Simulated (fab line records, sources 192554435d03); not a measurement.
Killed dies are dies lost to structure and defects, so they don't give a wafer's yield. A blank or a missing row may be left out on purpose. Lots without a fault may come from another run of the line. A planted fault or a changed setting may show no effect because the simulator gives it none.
One fault seen from 2 desks | flow n5_finfet | each desk has only its own numbers; what lay behind them comes last

THE TOOL OWNER'S DESK: litho_track-03
The tool's own readings at N5_ZERO_LAYER_DEVELOP_10 (develop time 60 s): means of the sampled wafers that have a number, for each lot that ran on this tool. A lot is out of limits, marked OUT, if its mean lies more than 4 standard deviations from the usual mean; the brackets give that distance.
Columns: A = chill_plate_temp_C at N5_ZERO_LAYER_DEVELOP_10, usual 22.97 C
lot  | first seen here | A
L958 | day 2 12:32     | 23.07
This desk's finding: nothing out of limits on the one lot.

THE DEFECT DESK
What the inspections along the route counted, lot by lot: means of the sampled wafers that have a number. A lot is out of limits, marked OUT, if its mean lies more than 4 standard deviations from the usual mean; the brackets give that distance.
Columns: A = raw_defect_count at N5_START_INSPECT_01, usual 5.7
lot  | first seen here | A
L956 | day 2 00:02     | 6.3
L957 | day 2 06:02     | 4.0
L958 | day 2 12:02     | 7.0
L961 | day 3 06:02     | 6.7
L967 | day 4 18:02     | 6.7
L977 | day 7 06:02     | 4.3
This desk's finding: nothing out of limits on any of the 6 lots.

PUT TOGETHER
The tool owner's desk saw nothing out of limits.
The defect desk saw nothing out of limits.

WHAT THE SIMULATOR HAD PUT IN
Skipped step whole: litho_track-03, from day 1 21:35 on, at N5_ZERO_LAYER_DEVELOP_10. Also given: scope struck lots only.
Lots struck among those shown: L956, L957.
